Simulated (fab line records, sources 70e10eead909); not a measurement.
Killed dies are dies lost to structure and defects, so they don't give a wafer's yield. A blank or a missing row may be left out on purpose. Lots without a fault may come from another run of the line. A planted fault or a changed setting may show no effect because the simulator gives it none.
A struck lot beside a sound one | flow nand_harc | 15 steps out of a route of 1302
Sound: wafers L902.1, L902.2, L902.5. Struck: wafers L892.1, L892.4, L892.5. The cause comes at the end.
At each step with rows: each side's tool, then ch and its chambers, then its first start. Under that, the readings that differ: sound wafers | struck wafers | difference of the means | sigmas: that difference in standard deviations of wafers without a fault.
alike: readings whose means differ by less than 2 such deviations, and words and numbers that are the same on both sides. not compared: withheld readings, readings that some wafer has no value for, bounds like >300 that may hide the same value, and numbers for which the record gives no deviation and whose values overlap.
The two part at a step that has a row with sigmas, a row that says differs or no value, or rows on one side only. Numbers that don't overlap but have no deviation are shown without sigmas and don't part them. A reading that every wafer of one side lacks parts them only if that side has two wafers or more.

first, 7 steps without rows for these wafers: NHARC_P_M0_COAT_33 (time 65 s); NHARC_P_M0_COAT_03 (resist thk 90 nm); NHARC_P_M0_SOFTBAKE_04 (time 55 s); NHARC_P_M0_EBR_05; NHARC_P_M0_EXPOSE_06 (exposes mask P M0, target cd 90 nm); NHARC_P_M0_PEB_07 (peb time 65 s); NHARC_P_M0_DEVELOP_08 (develop time 35 s).
NHARC_P_M0_CD_MEAS_09: target cd 90 nm.
  sound on cd_sem-03 ch 0, day 11 03:11; struck on cd_sem-02 ch 0, day 6 23:51
  alike: cd_nm
NHARC_P_M0_OVL_MEAS_10: pitch 180 nm.
  sound on overlay-02, day 11 03:17; struck on overlay-01, day 6 23:56
  alike: overlay_x_nm, overlay_y_nm
NHARC_P_M0_INSPECT_11:
  sound on defect_inspect-02, day 11 03:19; struck on defect_inspect-02, day 6 23:59
  alike: raw_defect_count
NHARC_P_M0_DESCUM_14: chemistry O2, time 3 s.
  sound on rie_diel-02 ch 1,2,3, day 11 03:23; struck on rie_diel-02 ch 0,2, day 7 00:02
  alike: drypump_motor_current_A, oes_product_au, rf_vpp_V, showerhead_plenum_p_Torr, throttle_valve_pct
  not compared: rf_hours_counter_h
NHARC_P_M0_ETCH_34: etches the open film in N2/H2, target depth 40 nm, overetch 12 nm, time 43.94 s.
  sound on rie_diel-02 ch 0,2,3, day 11 03:28; struck on rie_diel-02 ch 0,1,2, day 7 00:08
  alike: bias_w, chamber_pressure_mTorr, drypump_motor_current_A, n2_flow_sccm, oes_product_au, rf_vpp_V, showerhead_plenum_p_Torr, throttle_valve_pct
  not compared: rf_hours_counter_h
NHARC_P_M0_ETCH_15: etches the open film in C4F8/Ar, target depth 150 nm, overetch 15 nm, time 82.5 s.
  sound on rie_diel-02 ch 1,3, day 11 03:34; struck on rie_diel-02 ch 1,2,3, day 7 00:13
  no value came back on the struck wafers for bias_w (W), chamber_pressure_mTorr (mTorr), oes_product_au (a.u.), rf_vpp_V (V); on the sound wafers bias_w (W) reads 300.6 299.5 298.5
NHARC_P_M0_CD_MEAS_16:
  sound on cd_sem-03, day 11 03:41; struck on cd_sem-02, day 7 00:20
  alike: cd_nm
-- the record jumps here: 20 days lie between the struck wafers' starts before and after (it left off in module P_M0 and takes up again in module END, whose first step shown is number 1302 of the route) --
NHARC_END_SORT_01:
  the record has rows for the struck wafers here (prober-01 ch 0, day 26 17:22) and none for the sound ones

WHERE THEY PART
First at NHARC_P_M0_ETCH_15; last, within this record, at NHARC_END_SORT_01.

WHY: what the simulator had put in
Skipped step whole: rie_diel-02, from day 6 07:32 on, at NHARC_P_M0_ETCH_15. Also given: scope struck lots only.
